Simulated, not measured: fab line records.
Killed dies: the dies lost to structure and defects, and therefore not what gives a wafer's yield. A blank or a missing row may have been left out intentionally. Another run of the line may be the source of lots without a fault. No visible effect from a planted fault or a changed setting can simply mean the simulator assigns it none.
fab line records | flow n5Finfet
record: lots: 7 wafers: 39
route steps=1938 shown GATE_CUT@493 MOL_CONTACT_COAG@531
startH: hours from the record's opening day to when the first of the lot's shown wafers began | waitH: hours since the lot's step before | " unchanged from the row above | L1.1+2: one row covering several wafers at once | - no value, or no start was given | * or withheld: withheld | < > ~ a bound
route shown NAME@n: NAME is a module with steps in the file, n the number in the route of the first one | usual: mean and standard deviation over wafers with no fault | same: alike in all rows | chamber/n: place in a boat | sites: each site's reading | _std_site: standard deviation across them | _edge_site: mean of outer sites minus mean of inner sites | radiusMm: how far each site lies from the wafer's centre | mask NAME#n: copy n | behind: the tool/chamber that last shaped the wafer | hold: why the lot went on hold/how many hours it stayed there/how the hold came to an end | device: the n, p or np transistor that did not switch | end of line: the tests these same wafers got at the end of their route | where a step has no rows: the recipe by itself | killed: not the wafer's yield, but the dies lost to structure and defects at the first sort | map: shows each die of a wafer: x if killed, . if not, _ if none is there
set.NAME: the run value of the setting; set.NAME@STEP: its run value at that earlier step | model.NAME: the simulator's own value behind a step, which no gauge read
lots run with intentionally changed settings; tables by step, rows by wafer
== steps ==
step: N5_GATE_CUT_ETCH_37
recipe: chemistry: N2/H2 target: SOC targetDepthA: 600 overetchA: 120 maskMaterial: SiARC tempC: 40 timeS: 90 ionEnergyEv: 200 pressureMtorr: 30 sourceW: 840 biasW: 150 n2FlowSccm: 200 h2FlowSccm: 200
usual: rfVppV: 522.5/2.9
columns lot.wafer tool chamber startH waitH set.biasW rfVppV model.SiARC_of_GATE_CUT_COAT_35.thkNm
L077.1 rieDiel-06 1 103.15 0.0 150 521.0 6
L077.2 " 0 " " 150 522.3 6
L077.3 " 2 " " 150 520.9 6
L077.4 " 3 " " 150 518.6 6
L077.5 " 2 " " 150 521.4 6
L077.6 " 3 " " 150 519.3 6
L079.1 rieDiel-01 0 113.54 0.0 150 520.2 5.8
L079.2 " 1 " " 150 526.8 6
L079.3 " 2 " " 150 523.9 6
L079.4 " 3 " " 150 522.1 6
L079.5 " 1 " " 150 526.6 6
L079.6 " 2 " " 150 524.2 6
L081.1 rieDiel-02 0 126.85 0.0 150 527.9 6
L081.2 " 2 " " 150 520.1 6
L081.3 " 1 " " 150 520.8 6
L081.4 " 0 " " 128.2 479.1 6.8
L081.5 " 1 " " 128.2 472.1 6.8
L081.6 " 2 " " 128.2 471.8 6.8
L086.1 rieDiel-06 0 158.78 0.0 150 523.8 6
L086.2 " 3 " " 150 520.3 6
L086.3 " 1 " " 150 520.8 6
L086.4 " 2 " " 150 522.4 6
L086.5 " 0 " " 150 522.1 6
L086.6 " 3 " " 150 519.5 6
L092.1 rieDiel-02 3 190.26 0.0 158.8 543.2 5.6
L092.2 " 2 " " 150 523.1 6
L092.3 " 1 " " 150 520.3 6
L092.4 " 0 " " 150 527.8 6
L092.5 " 3 " " 158.8 542.7 5.6
L092.6 " 2 " " 158.8 538.1 5.8
L093.1 rieDiel-06 0 196.71 0.0 123.2 461.2 7
L093.2 " 1 " " 150 521.0 6
L093.3 " 3 " " 150 519.4 6
L093.4 " 2 " " 150 521.0 6.2
L093.5 " 2 " " 123.2 459.5 7
L093.6 " 3 " " 123.2 459.6 7
L097.2 rieDiel-06 3 220.37 0.0 150 520.4 6.2
L097.3 " 1 " " 150 520.9 6
L097.4 " 2 " " 150 521.3 6
step: N5_MOL_CONTACT_COAG_ETCH_105
recipe: chemistry: CF4 target: SiARC targetDepthA: 156 maskMaterial: CAR-EUV timeS: 26 ionEnergyEv: 80 pressureMtorr: 40 sourceW: 545 biasW: 36 Ar_flow_sccm: 100 cf4FlowSccm: 100 ends: cleared
usual: rfVppV: 184.2/1.1
columns lot.wafer tool chamber startH waitH set.biasW rfVppV
L077.1 rieDiel-05 1 106.95 0.0 30.43 164.9
L077.2 " 2 " " 30.43 165.2
L077.3 " 3 " " 36 185.4
L077.4 " 0 " " 36 183.8
L077.5 " 3 " " 36 185.4
L077.6 " 0 " " 30.43 165.5
L079.1 rieDiel-03 2 120.22 0.0 36 184.9
L079.2 " 1 " " 31.06 166.2
L079.3 " 3 " " 36 183.2
L079.4 " 0 " " 36 184.6
L079.5 " 3 " " 31.06 168.4
L079.6 " 2 " " 31.06 168.7
L081.1 rieDiel-05 1 132.01 0.0 31.01 169.3
L081.2 " 3 " " 31.01 169.0
L081.3 " 2 " " 36 183.9
L081.4 " 0 " " 31.01 165.0
L081.5 " 3 " " 36 185.6
L081.6 " 2 " " 36 182.4
L086.1 rieDiel-05 2 163.73 0.0 36 184.3
L086.2 " 3 " " 36 184.1
L086.3 " 1 " " 36 182.8
L086.4 " 0 " " 36 184.8
L086.5 " 0 " " 36 183.9
L086.6 " 3 " " 36 184.9
L092.1 rieDiel-04 0 194.37 0.0 36 185.1
L092.2 " 1 " " 36 184.2
L092.3 " 2 " " 37.81 189.2
L092.4 " 1 " " 37.81 189.6
L092.5 " 0 " " 36 185.4
L092.6 " 2 " " 37.81 189.3
L093.1 rieDiel-04 0 200.72 0.0 36 186.2
L093.2 " 2 " " 36 184.6
L093.3 " 1 " " 40.46 197.1
L093.4 " 1 " " 40.46 198.0
L093.5 " 2 " " 40.46 197.0
L093.6 " 0 " " 36 184.3
L097.2 rieDiel-03 0 224.33 0.0 36 184.3
L097.3 " 1 " " 36 184.5
L097.4 " 2 " " 36 184.9
== key ==
split: step: N5_GATE_CUT_ETCH_37 setting: biasW stated: 150 by: wafer
response: step: N5_GATE_CUT_ETCH_37 reading: rfVppV change: +3.34 per: 1% r: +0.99
response: step: N5_GATE_CUT_ETCH_37 reading: model.SiARC_of_GATE_CUT_COAT_35.thkNm change: -0.0536 per: 1% r: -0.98
split: step: N5_MOL_CONTACT_COAG_ETCH_105 setting: biasW stated: 36 by: wafer
response: step: N5_MOL_CONTACT_COAG_ETCH_105 reading: rfVppV change: +1.17 per: 1% r: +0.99
